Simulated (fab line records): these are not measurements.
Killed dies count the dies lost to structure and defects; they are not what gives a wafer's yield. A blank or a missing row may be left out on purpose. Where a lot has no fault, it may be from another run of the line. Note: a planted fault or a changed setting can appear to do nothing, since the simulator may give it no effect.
What tool caused it?    flow n5-finfet    9 lots, 27 wafers sampled, at 2 steps of a route of 1938

## WHAT THE GAUGES READ, wafer by wafer
N5_BEOL_M4_RC_MEAS_101.
lot   measured      on         DIBL_N (mV/V)   DIBL_P (mV/V)   IOFF_N (nA/um)  IOFF_P (nA/um)  ION_N (uA/um)  ION_P (uA/um)  SS_N (mV/dec)   SS_P (mV/dec)   VT_N (mV)    VT_P (mV)
L827  day 10 02:00  prober-02  32.7 34.2 35.7  32.6 34.1 37.3  0.10 0.12 0.15  0.14 0.16 0.20  643 663 692    446 453 471    70.0 71.5 71.5  71.9 72.7 73.3  259 255 248  -257.7 -254.1 -249.6
L830  day 10 05:17  prober-01  37.1 38.0 40.5  38.9 39.6 43.6  0.18 0.18 0.26  0.20 0.22 0.29  690 681 697    466 464 464    70.7 71.6 72.0  73.9 74.2 74.2  244 247 242  -253.0 -252.3 -248.7
L835  day 11 10:07  prober-01  35.5 33.3 35.3  34.8 33.1 34.6  0.15 0.12 0.15  0.20 0.18 0.19  685 669 677    470 456 462    71.1 70.8 70.9  72.8 72.4 72.5  250 252 251  -249.7 -249.3 -251.7
L837  day 12 00:50  prober-02  37.1 34.1 35.4  38.8 35.2 36.9  0.18 0.12 0.13  0.21 0.16 0.17  677 658 653    459 452 448    71.9 70.2 71.9  73.7 72.8 72.6  249 256 256  -252.9 -257.1 -255.8
L841  day 12 17:22  prober-01  39.2 34.6 35.4  40.2 35.4 35.4  0.21 0.13 0.13  0.26 0.18 0.19  685 673 662    468 462 455    71.6 71.3 71.5  74.1 73.0 73.3  246 254 254  -249.3 -252.8 -252.0
L842  day 12 22:59  prober-02  36.0 33.0 37.4  35.9 32.7 36.6  0.15 0.11 0.16  0.20 0.16 0.21  675 668 667    461 459 457    71.1 70.9 71.4  74.0 73.1 73.7  252 253 253  -250.9 -252.0 -251.4
L843  day 14 04:22  prober-01  36.3 36.6 35.2  34.9 36.3 33.6  0.15 0.15 0.13  0.20 0.22 0.17  679 671 661    465 459 450    71.5 70.9 71.0  73.1 73.6 71.9  246 249 250  -251.2 -251.9 -253.3
L845  day 14 06:26  prober-01  37.2 37.9 39.3  37.1 36.6 38.0  0.16 0.16 0.20  0.21 0.21 0.25  673 681 687    457 461 464    71.4 72.1 72.2  73.4 74.0 73.7  250 250 247  -252.4 -252.9 -246.7
L844  day 14 07:43  prober-02  37.5 37.7 36.6  39.3 39.7 38.0  0.18 0.18 0.16  0.24 0.25 0.23  691 680 685    475 471 474    71.0 72.0 71.1  73.8 74.1 73.4  246 247 246  -246.5 -247.2 -248.1

N5_BEOL_M6_CD_MEAS_18: pitch 80 nm, target cd 40 nm.
lot   measured      on         cd-nm (nm)
L827  day 10 17:12  cd-sem-02  39.6 38.5 40.5
L830  day 10 23:29  cd-sem-01  40.0 40.2 40.6
L835  day 12 01:48  cd-sem-02  39.3 39.4 38.9
L837  day 12 15:51  cd-sem-01  41.6 41.4 41.7
L841  day 13 14:32  cd-sem-02  39.5 39.3 40.1
L842  day 13 17:05  cd-sem-02  39.8 40.8 40.1
L843  day 14 19:20  cd-sem-02  39.9 38.7 39.4
L845  day 15 00:10  cd-sem-02  39.8 40.9 39.9
L844  day 15 06:04  cd-sem-01  38.8 39.6 38.4

## EACH LOT AND THE TOOL THAT RAN IT (in order: tool; ch and the chambers of the sampled wafers; start)
Record: no process step prior to these readings.

## AS READ BY THE TOOLS THEMSELVES (means over the sampled wafers that have a number; for cases with no such wafer, the mark the record gives instead)
The record holds no such reading with a usual standard deviation.

## THE ANSWER, worked out from the rows above alone
Rule: the usual values come from the lots themselves. The widest of any qualifying gaps counts: lots, ordered by their means at a reading, are off when they make up no more than a third of the lots, leave a main group of 4 or more, and stand apart from it by 3 or more times the standard deviation of that group's means. The tables above print the reading to a certain number of digits; a main group whose means all agree to those digits is not used. A lot without any number at a reading at which 4 lots or more have one is off too. Where the step has rows for the other lots, those lots are counted as sound. First the gauges in route order, then the tools' own readings, where a lot's mean is used as printed above. At the first step where some lot is off, the reading lying furthest off is the one used; lots without a number count as furthest.
None of the lots is off at any reading shown; this tells nothing.

## WHAT WAS PUT IN BY THE SIMULATOR
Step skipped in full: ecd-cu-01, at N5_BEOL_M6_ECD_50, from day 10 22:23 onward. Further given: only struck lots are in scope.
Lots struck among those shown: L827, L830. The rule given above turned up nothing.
